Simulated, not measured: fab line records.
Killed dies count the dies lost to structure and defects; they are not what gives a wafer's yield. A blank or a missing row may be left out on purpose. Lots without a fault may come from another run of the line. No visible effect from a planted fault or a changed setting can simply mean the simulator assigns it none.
Comparing a struck lot with a sound one :: flow nand-harc :: 13 steps out of a route of 1159
Sound: these wafers, L866.2, L866.4, L866.6. Struck: wafers L854.1, L854.2, L854.5. At the end, the cause is stated.
Per side, at each step with rows, come the tool, then ch with its chambers, and then its first start. Under that, the readings that differ: sound wafers :: struck wafers :: difference of the means :: sigmas: that difference in standard deviations of wafers without a fault.
alike: a reading whose means differ by less than 2 such deviations, as well as words and numbers matching on both sides. not compared: withheld readings; readings where some wafer has no value; bounds like >300 that might hide an equal value; numbers whose values overlap and for which the record gives no deviation.
The two part at a step that has a row with sigmas, a row that says differs or no value, or rows on one side only. Non-overlapping numbers with no deviation appear without sigmas and do not part them. A reading that every wafer of one side lacks parts them only if that side has two wafers or more.

NHARC_A_STAIRCASE_DESCUM_291: chemistry O2, time 3 s.
  sound on rie-diel-12 ch 0,3, day 16 06:32; struck on rie-diel-04 ch 0,1,3, day 13 22:26
  alike: drypump-motor-current-A, oes-product-au, rf-vpp-V, showerhead-plenum-p-Torr, throttle-valve-pct
  not compared: rf-hours-counter-h
NHARC_A_STAIRCASE_ETCH_292: etches the open film in CF4/CHF3.
  sound on rie-diel-12 ch 2,3, day 16 06:38; struck on rie-diel-04 ch 0,1, day 13 22:30
  alike: drypump-motor-current-A, oes-product-au, rf-vpp-V, showerhead-plenum-p-Torr, throttle-valve-pct
  not compared: rf-hours-counter-h
NHARC_A_STAIRCASE_HM_OPEN_460: chemistry O2/COS.
  sound on rie-diel-12 ch 0,2,3; struck on rie-diel-04 ch 0,3
  alike: drypump-motor-current-A, oes-product-au, rf-vpp-V, showerhead-plenum-p-Torr, throttle-valve-pct
  not compared: rf-hours-counter-h
then, 1 step without rows for these wafers: NHARC_A_STAIRCASE_STRIP_461 (strips in O2/COS).
NHARC_A_STAIRCASE_ETCH_452: etches the open film in CF4/O2, target depth 30 nm, overetch 3 nm, time 16.5 s.
  sound on rie-diel-12 ch 0,2,3; struck on rie-diel-04 ch 1,3
  alike: drypump-motor-current-A, oes_o_777_au, oes-product-au, rf-vpp-V, showerhead-plenum-p-Torr, throttle-valve-pct
  not compared: rf-hours-counter-h
NHARC_A_STAIRCASE_ETCH_294: etches the open film in C4F8/O2/Ar, target depth 4992 nm, time 1212.4 s.
  sound on rie-diel-12 ch 1,2,3; struck on rie-diel-04 ch 0,2
  alike: oes-product-au, rf-vpp-V
  not compared: rf-hours-counter-h
then, 5 steps without rows for these wafers: NHARC_A_STAIRCASE_STRIP_295 (strips in O2); NHARC_A_STAIRCASE_STRIP_296 (strips in SPM, time 900 s); NHARC_A_STAIRCASE_PRECLEAN_297 (cleans in SC1); NHARC_A_STAIRCASE_SRD_298; NHARC_A_STAIRCASE_HM_DEP_462 (deposits aC, target thk 800 nm).
NHARC_A_STAIRCASE_DEP_301: deposits SiON, target thk 30 nm.
  sound on pecvd-01 ch 0,1,2, day 16 12:23; struck on pecvd-04 ch 1,2, day 14 02:37
reading: rf-fwd-power-W (W)
sound: 347.7 349.6 348.3
struck: 487.5 487.9 486.4
difference: +138.7
sigmas: +99 or more

reading: showerhead-vpp-V (V)
sound: 1198 1174 1168
struck: 1321 1405 1283
difference: +156
sigmas: +3
  alike: heater-power-w
then, 1 step without rows for these wafers: NHARC_A_STAIRCASE_DEHYDRATE_302 (time 120 s).

## WHERE THEY PART
NHARC_A_STAIRCASE_DEP_301 only, going by this record.

WHY: what the simulator had put in
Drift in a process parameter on pecvd-04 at NHARC_A_STAIRCASE_DEP_301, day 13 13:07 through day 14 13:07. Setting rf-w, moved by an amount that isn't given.
